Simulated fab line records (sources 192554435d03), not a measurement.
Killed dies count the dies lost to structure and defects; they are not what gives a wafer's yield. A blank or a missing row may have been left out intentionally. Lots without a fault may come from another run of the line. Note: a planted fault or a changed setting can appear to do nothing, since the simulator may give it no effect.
Which tool is to blame? | flow n5 finfet | Sampling: 24 lots, 72 wafers, 6 of 1938 route steps

== WHAT EACH GAUGE READ, for each wafer ==
N5_BEOL_M8_CD_MEAS_11 targets a cd of 38.5 nm.
lot  | measured     | on        | cd nm (nm)
L074 | day 9 23:09  | cd sem-03 | 38.1 38.1 38.3
L075 | day 10 10:23 | cd sem-03 | 38.9 38.2 38.5
L077 | day 10 16:09 | cd sem-03 | 39.0 38.1 38.4
L076 | day 10 23:44 | cd sem-03 | 39.2 38.8 38.9
L078 | day 11 00:34 | cd sem-02 | 38.5 37.9 38.2
L079 | day 11 07:11 | cd sem-02 | 38.8 38.7 38.2
L080 | day 11 03:02 | cd sem-03 | 38.6 37.9 38.6
L081 | day 11 20:10 | cd sem-01 | 38.3 38.1 38.0
L083 | day 12 04:11 | cd sem-02 | 38.5 38.7 38.4
L082 | day 12 07:07 | cd sem-01 | 38.9 38.7 38.3
L084 | day 12 23:04 | cd sem-02 | 37.5 38.2 37.6
L086 | day 13 06:26 | cd sem-03 | 38.8 38.7 39.4
L085 | day 13 05:58 | cd sem-03 | 38.6 38.4 38.5
L087 | day 13 07:15 | cd sem-01 | 38.8 38.9 38.5
L089 | day 13 10:07 | cd sem-03 | 37.8 38.3 37.7
L088 | day 13 19:23 | cd sem-01 | 38.8 39.0 38.5
L090 | day 14 04:34 | cd sem-03 | 38.6 38.6 38.9
L092 | day 14 10:46 | cd sem-01 | 38.1 39.0 39.1
L091 | day 14 10:36 | cd sem-03 | 38.7 38.7 38.9
L094 | day 15 00:20 | cd sem-01 | 38.4 38.6 38.2
L095 | day 15 08:01 | cd sem-03 | 39.4 39.0 38.5
L093 | day 15 08:14 | cd sem-03 | 38.7 38.1 38.4
L096 | day 15 11:59 | cd sem-02 | 38.2 38.5 38.7
L097 | day 15 16:11 | cd sem-02 | 39.3 38.7 38.7

N5_BEOL_M8_CD_MEAS_18: pitch 80 nm, target cd 40 nm.
lot  | measured     | on        | cd nm (nm)
L074 | day 9 23:42  | cd sem-01 | 39.7 39.9 40.0
L075 | day 10 10:59 | cd sem-02 | 40.6 40.0 39.8
L077 | day 10 16:45 | cd sem-03 | 40.4 40.0 39.7
L076 | day 11 00:22 | cd sem-02 | 39.9 39.9 40.3
L078 | day 11 01:20 | cd sem-02 | 39.5 38.7 39.1
L079 | day 11 08:16 | cd sem-01 | 40.1 39.8 40.0
L080 | day 11 04:29 | cd sem-02 | 40.0 39.9 39.6
L081 | day 11 20:56 | cd sem-02 | 40.2 39.6 39.9
L083 | day 12 04:44 | cd sem-01 | 39.3 40.0 39.9
L082 | day 12 07:56 | cd sem-01 | 39.7 40.1 40.4
L084 | day 12 23:58 | cd sem-02 | 39.1 39.5 38.9
L086 | day 13 06:59 | cd sem-02 | 40.6 40.7 41.0
L085 | day 13 06:31 | cd sem-02 | 39.9 39.9 39.6
L087 | day 13 07:47 | cd sem-02 | 40.5 40.7 40.1
L089 | day 13 10:40 | cd sem-03 | 39.7 39.8 40.0
L088 | day 13 20:05 | cd sem-03 | 40.3 40.5 40.0
L090 | day 14 05:35 | cd sem-03 | 40.1 40.1 39.8
L092 | day 14 11:24 | cd sem-02 | 39.5 40.7 40.3
L091 | day 14 11:11 | cd sem-03 | 40.0 40.3 41.1
L094 | day 15 01:14 | cd sem-02 | 39.8 39.9 39.6
L095 | day 15 08:37 | cd sem-03 | 41.1 41.0 40.2
L093 | day 15 08:50 | cd sem-03 | 40.5 39.6 39.8
L096 | day 15 12:34 | cd sem-03 | 40.0 40.2 40.1
L097 | day 15 16:44 | cd sem-01 | 40.5 40.3 40.7

N5_BEOL_M9_OVL_MEAS_12.
lot  | measured     | on         | M9_OVL (nm)
L074 | day 10 08:17 | overlay-02 | -1.2 -1.4 -0.7
L075 | day 10 20:05 | overlay-01 | -1.8 -1.4 -1.4
L077 | day 10 23:57 | overlay-01 | 0.0 0.5 0.4
L076 | day 11 07:16 | overlay-02 | -0.3 -0.7 0.1
L078 | day 11 10:22 | overlay-01 | 0.2 0.5 -1.0
L079 | day 11 17:16 | overlay-02 | -1.0 0.0 -0.7
L080 | day 11 13:53 | overlay-02 | 1.0 1.2 1.0
L081 | day 12 02:41 | overlay-01 | 0.5 0.1 0.4
L083 | day 12 14:01 | overlay-02 | -0.5 0.2 -0.6
L082 | day 12 16:31 | overlay-01 | -0.4 0.0 -0.3
L084 | day 13 06:26 | overlay-02 | -0.3 -0.5 0.2
L086 | day 13 15:20 | overlay-01 | 0.0 -0.7 -0.4
L085 | day 13 15:10 | overlay-01 | 0.2 0.9 0.2
L087 | day 13 19:12 | overlay-01 | -0.1 -0.3 0.3
L089 | day 13 19:38 | overlay-01 | 0.2 0.2 0.9
L088 | day 14 04:31 | overlay-02 | -1.0 -0.6 -0.4
L090 | day 14 15:19 | overlay-01 | -1.2 -1.5 -1.3
L092 | day 14 19:15 | overlay-01 | -1.3 -0.7 -1.0
L091 | day 14 19:50 | overlay-01 | 0.8 -0.3 0.1
L094 | day 15 07:50 | overlay-01 | -0.3 -0.5 -0.3
L095 | day 15 16:22 | overlay-02 | -1.5 -1.3 -2.3
L093 | day 15 18:29 | overlay-01 | -0.6 -0.7 -0.2
L096 | day 15 21:34 | overlay-01 | -0.7 -0.3 -0.2
L097 | day 15 22:31 | overlay-02 | -1.1 -1.0 -1.4

== WHICH TOOL RAN EACH LOT (tool, then ch and the chambers of the sampled wafers, then the start) ==
lot  | N5_BEOL_M7_ETCH_61                 | N5_BEOL_M7_STRIP_67                | N5_BEOL_M8_ILD_DEP_00
L074 | rie diel-06 ch 0,1,3, day 9 15:44  | rie diel-06 ch 0,1,3, day 9 15:56  | pecvd-01 ch 0,1,2, day 9 20:40
L075 | rie diel-05 ch 0,2,3, day 10 03:20 | rie diel-05 ch 0,2,3, day 10 03:32 | pecvd-03 ch 0,1, day 10 08:58
L077 | rie diel-06 ch 0,3, day 10 08:38   | rie diel-06 ch 0,3, day 10 08:50   | pecvd-01 ch 0,1,2, day 10 14:43
L076 | rie diel-06 ch 0,2,3, day 10 13:51 | rie diel-06 ch 0,2,3, day 10 14:03 | pecvd-01 ch 0,1,2, day 10 20:36
L078 | rie diel-06 ch 0,2, day 10 15:40   | rie diel-06 ch 0,2, day 10 15:53   | pecvd-03 ch 1,2, day 10 23:30
L079 | rie diel-05 ch 0,1,3, day 10 20:24 | rie diel-05 ch 0,1,3, day 10 20:37 | pecvd-03 ch 0,1, day 11 03:49
L080 | rie diel-06 ch 0,2, day 10 20:33   | rie diel-06 ch 0,2, day 10 20:45   | pecvd-02 ch 1,2, day 11 01:45
L081 | rie diel-05 ch 0,2,3, day 11 10:10 | rie diel-05 ch 0,2,3, day 11 10:22 | pecvd-02 ch 0,1, day 11 17:35
L083 | rie diel-06 ch 0,1, day 11 20:58   | rie diel-06 ch 0,1, day 11 21:10   | pecvd-02 ch 0,1, day 12 02:18
L082 | rie diel-05 ch 1,2,3, day 11 21:11 | rie diel-05 ch 1,2,3, day 11 21:23 | pecvd-03 ch 0,2, day 12 03:56
L084 | rie diel-02 ch 1,3, day 12 14:32   | rie diel-02 ch 1,3, day 12 14:44   | pecvd-01 ch 1,2, day 12 20:10
L086 | rie diel-05 ch 0,1,2, day 12 19:55 | rie diel-05 ch 0,1,2, day 12 20:07 | pecvd-01 ch 1,2, day 13 02:42
L085 | rie diel-06 ch 1,2,3, day 12 20:15 | rie diel-06 ch 1,2,3, day 12 20:27 | pecvd-02 ch 0,2, day 13 01:53
L087 | rie diel-02 ch 0,3, day 12 23:41   | rie diel-02 ch 0,3, day 12 23:53   | pecvd-02 ch 0,1, day 13 04:56
L089 | rie diel-05 ch 2,3, day 13 03:41   | rie diel-05 ch 2,3, day 13 03:53   | pecvd-01 ch 0,1, day 13 08:04
L088 | rie diel-06 ch 0,3, day 13 10:05   | rie diel-06 ch 0,3, day 13 10:17   | pecvd-03 ch 0,1,2, day 13 17:31
L090 | rie diel-02 ch 0,1,2, day 13 19:45 | rie diel-02 ch 0,1,2, day 13 19:58 | pecvd-02 ch 0,1,2, day 14 01:46
L092 | rie diel-06 ch 0,1,2, day 14 01:04 | rie diel-06 ch 0,1,2, day 14 01:16 | pecvd-01 ch 0,1,2, day 14 06:55
L091 | rie diel-05 ch 0,3, day 14 01:05   | rie diel-05 ch 0,3, day 14 01:17   | pecvd-01 ch 0,1, day 14 06:28
L094 | rie diel-05 ch 0,2,3, day 14 17:43 | rie diel-05 ch 0,2,3, day 14 17:55 | pecvd-03 ch 2, day 14 22:32
L095 | rie diel-06 ch 1,2,3, day 14 23:19 | rie diel-06 ch 1,2,3, day 14 23:31 | pecvd-03 ch 0,1, day 15 05:37
L093 | rie diel-02 ch 1,2, day 15 00:38   | rie diel-02 ch 1,2, day 15 00:50   | pecvd-03 ch 0,1, day 15 06:00
L096 | rie diel-05 ch 0,1,3, day 15 04:18 | rie diel-05 ch 0,1,3, day 15 04:30 | pecvd-01 ch 0,1,2, day 15 09:29
L097 | rie diel-02 ch 0,1,2, day 15 08:14 | rie diel-02 ch 0,1,2, day 15 08:26 | pecvd-03 ch 1,2, day 15 13:41
- N5_BEOL_M7_ETCH_61: etches SiARC in CF4, target depth 45.5 nm, time 75.8 s.
- N5_BEOL_M7_STRIP_67: strips in CF4.
- N5_BEOL_M8_ILD_DEP_00: deposits SiCOH lowk from DEMS/porogen, target thk 179.75 nm, time 33.4 s.

== WHAT THE TOOLS THEMSELVES READ (means of the sampled wafers that have a number; where no wafer has one, the mark that the record gives instead) ==
N5_BEOL_M7_ETCH_61.
lot  | tool        | cf4 flow sccm (sccm) | drypump motor current A (A) | etch rf on time s (s) | oes product au (a.u.) | rf vpp V (V) | showerhead plenum p Torr (Torr) | throttle valve pct (%)
L074 | rie diel-06 | 99.78                | 5.6                         | 75.9                  | 0.72                  | 184.5        | 2.17                            | 15.63
L075 | rie diel-05 | 100.00               | 5.9                         | 76.0                  | 0.66                  | 183.1        | 2.15                            | 15.52
L077 | rie diel-06 | 99.70                | 5.6                         | 76.1                  | 0.73                  | 184.6        | 2.25                            | 15.51
L076 | rie diel-06 | 100.21               | 5.6                         | 75.7                  | 0.70                  | 185.4        | 2.19                            | 15.62
L078 | rie diel-06 | 100.30               | 5.7                         | 76.6                  | 0.66                  | 184.5        | 2.18                            | 15.76
L079 | rie diel-05 | 99.96                | 5.7                         | 74.8                  | 0.70                  | 183.9        | 2.11                            | 15.54
L080 | rie diel-06 | 100.04               | 5.8                         | 76.0                  | 0.63                  | 183.6        | 2.11                            | 15.88
L081 | rie diel-05 | 99.91                | 5.9                         | 75.2                  | 0.65                  | 183.5        | 2.15                            | 15.53
L083 | rie diel-06 | 99.91                | 5.8                         | 75.5                  | 0.66                  | 184.2        | 2.15                            | 15.83
L082 | rie diel-05 | 100.03               | 5.6                         | 75.4                  | 0.69                  | 183.8        | 2.13                            | 15.50
L084 | rie diel-02 | 99.91                | 6.0                         | 75.7                  | 0.65                  | 184.9        | 2.20                            | 15.91
L086 | rie diel-05 | 99.91                | 5.8                         | 74.6                  | 0.64                  | 183.9        | 2.14                            | 15.60
L085 | rie diel-06 | 100.05               | 5.7                         | 75.3                  | 0.67                  | 183.9        | 2.10                            | 15.77
L087 | rie diel-02 | 99.62                | 5.4                         | 74.7                  | 0.74                  | 185.0        | 2.17                            | 15.43
L089 | rie diel-05 | 99.66                | 5.9                         | 75.3                  | 0.65                  | 184.0        | 2.16                            | 15.51
L088 | rie diel-06 | 100.09               | 5.6                         | 76.6                  | 0.69                  | 185.2        | 2.24                            | 15.55
L090 | rie diel-02 | 99.91                | 5.7                         | 74.9                  | 0.69                  | 184.9        | 2.15                            | 15.60
L092 | rie diel-06 | 99.88                | 5.8                         | 74.8                  | 0.63                  | 183.5        | 2.08                            | 15.94
L091 | rie diel-05 | 100.12               | 5.8                         | 74.7                  | 0.69                  | 183.9        | 2.11                            | 15.54
L094 | rie diel-05 | 99.84                | 5.9                         | 75.5                  | 0.64                  | 183.7        | 2.14                            | 15.58
L095 | rie diel-06 | 99.99                | 5.7                         | 75.4                  | 0.66                  | 183.5        | 2.10                            | 15.80
L093 | rie diel-02 | 100.06               | 5.7                         | 76.2                  | 0.63                  | 182.8        | 2.11                            | 15.72
L096 | rie diel-05 | 99.87                | 5.6                         | 75.0                  | 0.67                  | 183.5        | 2.10                            | 15.60
L097 | rie diel-02 | 99.98                | 5.7                         | 74.9                  | 0.68                  | 184.5        | 2.15                            | 15.62

N5_BEOL_M7_STRIP_67.
lot  | tool        | cf4 flow sccm (sccm) | drypump motor current A (A) | oes product au (a.u.) | rf vpp V (V) | showerhead plenum p Torr (Torr) | throttle valve pct (%)
L074 | rie diel-06 | 150.0                | 5.6                         | 0.83                  | 271.5        | 1.82                            | 13.60
L075 | rie diel-05 | 149.4                | 5.9                         | 0.78                  | 271.0        | 1.80                            | 13.50
L077 | rie diel-06 | 150.2                | 5.6                         | 0.85                  | 272.6        | 1.88                            | 13.48
L076 | rie diel-06 | 150.0                | 5.6                         | 0.82                  | 271.8        | 1.83                            | 13.58
L078 | rie diel-06 | 150.0                | 5.8                         | 0.77                  | 272.8        | 1.82                            | 13.75
L079 | rie diel-05 | 150.2                | 5.7                         | 0.82                  | 270.8        | 1.77                            | 13.49
L080 | rie diel-06 | 149.6                | 5.8                         | 0.75                  | 270.6        | 1.77                            | 13.86
L081 | rie diel-05 | 150.0                | 5.9                         | 0.77                  | 272.1        | 1.80                            | 13.51
L083 | rie diel-06 | 149.8                | 5.8                         | 0.77                  | 271.4        | 1.80                            | 13.79
L082 | rie diel-05 | 149.6                | 5.6                         | 0.81                  | 269.9        | 1.79                            | 13.47
L084 | rie diel-02 | 149.8                | 6.0                         | 0.76                  | 272.6        | 1.85                            | 13.90
L086 | rie diel-05 | 150.0                | 5.8                         | 0.74                  | 270.8        | 1.79                            | 13.59
L085 | rie diel-06 | 150.3                | 5.7                         | 0.78                  | 269.9        | 1.76                            | 13.75
L087 | rie diel-02 | 149.9                | 5.5                         | 0.86                  | 271.1        | 1.82                            | 13.40
L089 | rie diel-05 | 149.7                | 5.9                         | 0.75                  | 271.3        | 1.81                            | 13.50
L088 | rie diel-06 | 149.4                | 5.6                         | 0.82                  | 272.9        | 1.88                            | 13.53
L090 | rie diel-02 | 149.6                | 5.7                         | 0.80                  | 270.8        | 1.81                            | 13.57
L092 | rie diel-06 | 150.2                | 5.8                         | 0.74                  | 270.4        | 1.75                            | 13.93
L091 | rie diel-05 | 149.3                | 5.8                         | 0.81                  | 270.6        | 1.76                            | 13.49
L094 | rie diel-05 | 150.0                | 5.9                         | 0.75                  | 269.9        | 1.79                            | 13.57
L095 | rie diel-06 | 150.5                | 5.7                         | 0.77                  | 269.6        | 1.76                            | 13.79
L093 | rie diel-02 | 150.1                | 5.8                         | 0.74                  | 270.1        | 1.77                            | 13.70
L096 | rie diel-05 | 149.9                | 5.6                         | 0.78                  | 271.3        | 1.76                            | 13.55
L097 | rie diel-02 | 150.0                | 5.7                         | 0.79                  | 272.2        | 1.81                            | 13.59

N5_BEOL_M8_ILD_DEP_00.
lot  | tool     | heater power w (W) | showerhead plenum p Torr (Torr) | showerhead vpp V (V) | throttle valve pct (%)
L074 | pecvd-01 | 372                | 5.738                           | 1328                 | 13.7
L075 | pecvd-03 | 346                | 5.754                           | 1368                 | 14.5
L077 | pecvd-01 | 322                | 5.738                           | 1347                 | 13.8
L076 | pecvd-01 | 356                | 5.736                           | 1340                 | 13.7
L078 | pecvd-03 | 359                | 5.748                           | 1414                 | 14.2
L079 | pecvd-03 | 336                | 5.747                           | 1345                 | 14.6
L080 | pecvd-02 | 297                | 5.723                           | 1247                 | 14.1
L081 | pecvd-02 | 287                | 5.722                           | 1236                 | 14.9
L083 | pecvd-02 | 275                | 5.723                           | 1277                 | 15.3
L082 | pecvd-03 | 298                | 5.738                           | 1416                 | 13.0
L084 | pecvd-01 | 358                | 5.737                           | 1381                 | 14.0
L086 | pecvd-01 | 353                | 5.740                           | 1383                 | 14.1
L085 | pecvd-02 | 269                | 5.728                           | 1336                 | 14.5
L087 | pecvd-02 | 283                | 5.717                           | 1238                 | 14.9
L089 | pecvd-01 | 322                | 5.750                           | 1319                 | 13.9
L088 | pecvd-03 | 343                | 5.745                           | 1382                 | 13.7
L090 | pecvd-02 | 297                | 5.723                           | 1278                 | 14.7
L092 | pecvd-01 | 353                | 5.743                           | 1356                 | 13.7
L091 | pecvd-01 | 290                | 5.752                           | 1310                 | 13.9
L094 | pecvd-03 | 278                | 5.745                           | 1462                 | 12.7
L095 | pecvd-03 | 356                | 5.742                           | 1338                 | 14.2
L093 | pecvd-03 | 375                | 5.750                           | 1346                 | 14.1
L096 | pecvd-01 | 345                | 5.734                           | 1365                 | 13.7
L097 | pecvd-03 | 322                | 5.754                           | 1449                 | 13.5

== THE ANSWER, worked out from the rows above alone ==
Rule: the usual values come from the lots themselves. The widest of any qualifying gaps counts: lots, ordered by their means at a reading, are off when they make up no more than a third of the lots, leave a main group of 4 or more, and stand apart from it by 3 or more times the standard deviation of that group's means. A main group is skipped when, at the precision printed for the reading in the tables above, its means are all equal. Also off: a lot with no number at a reading for which 4 or more lots have one. Any other lot the step has rows for is counted as sound. Order of review: gauges by route order, followed by the tools' own readings, for which a lot's mean as printed above is used. The first step at which some lot is off is used, and at that step the reading that is off furthest; a lot without a number counts as furthest.
Nothing can be told from this: no lot is off at any reading shown.

== WHAT THE SIMULATOR HAD INSERTED ==
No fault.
